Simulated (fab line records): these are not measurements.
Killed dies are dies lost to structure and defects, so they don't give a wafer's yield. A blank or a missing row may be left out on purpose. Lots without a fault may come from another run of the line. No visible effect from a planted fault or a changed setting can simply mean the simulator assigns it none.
Chamber matching | flow nandHarc | NHARC_P_STI_ETCH_42 on rieDiel-05: 4 sister chambers
The step etches the open film in N2/H2, target depth 80 nm, overetch 24 nm, time 61 s. 14 wafers are shown with their chamber, then 7 later ones without.

== WAFERS, EACH WITH ITS CHAMBER ==
wafer  | chamber | showerheadPlenumPTorr (Torr) | drypumpMotorCurrentA (A) | rfVppV (V)
L510.1 | 0       | 1.97                         | 5.8                      | 428.3
L510.3 | 1       | 2.12                         | 6.5                      | 432.0
L510.6 | 2       | 2.05                         | 6.4                      | 431.6
L511.2 | 3       | 2.01                         | 5.8                      | 429.9
L511.3 | 0       | 1.97                         | 5.7                      | 427.3
L511.5 | 3       | 2.01                         | 5.8                      | 429.7
L512.2 | 2       | 2.05                         | 6.5                      | 430.4
L512.3 | 1       | 2.12                         | 6.6                      | 432.9
L512.5 | 3       | 2.01                         | 5.8                      | 428.0
L515.1 | 3       | 2.01                         | 5.8                      | 430.9
L515.4 | 1       | 2.12                         | 6.6                      | 433.5
L515.6 | 0       | 1.97                         | 5.8                      | 428.2
L521.3 | 2       | 2.04                         | 6.5                      | 429.7
L521.4 | 0       | 1.97                         | 5.8                      | 427.7

SIGNATURES (averages over the wafers above)
reading               | chamber 0 | chamber 1 | chamber 2 | chamber 3 | scatter within a chamber
showerheadPlenumPTorr | 1.9700    | 2.1200    | 2.0467    | 2.0100    | 0.00258
drypumpMotorCurrentA  | 5.775     | 6.567     | 6.467     | 5.800     | 0.0456
rfVppV                | 427.875   | 432.800   | 430.567   | 429.625   | 0.893
Rule: for each reading, subtract the chamber's mean from the wafer's reading, divide by that reading's scatter and square the result; add these up over the readings and take the root, which gives the wafer's distance from the chamber. The wafer belongs to the nearest chamber; if the next one is less than 2 further off, it can't be placed. The scatter is the square root of a quotient: the sum, over the shown wafers, of each reading's squared deviation from its chamber's mean, divided by wafers minus chambers.

== WAFERS WITHOUT THEIR CHAMBER ==
wafer  | showerheadPlenumPTorr (Torr) | drypumpMotorCurrentA (A) | rfVppV (V)
L521.6 | 2.04                         | 6.5                      | 431.7
L527.3 | 2.01                         | 5.8                      | 429.5
L527.4 | 1.97                         | 5.8                      | 426.9
L527.5 | 2.04                         | 6.4                      | 429.5
L532.3 | 1.97                         | 5.7                      | 428.9
L532.5 | 2.12                         | 6.5                      | 431.8
L532.6 | 1.97                         | 5.7                      | 426.7

== WHICH CHAMBER EACH WENT THROUGH ==
wafer  | from the rows above | in truth
L521.6 | 2                   | 2
L527.3 | 3                   | 3
L527.4 | 0                   | 0
L527.5 | 2                   | 2
L532.3 | 0                   | 0
L532.5 | 1                   | 1
L532.6 | 0                   | 0
7 of 7 placed correctly. Number that these rows cannot place: 0. Placed wrongly: 0.
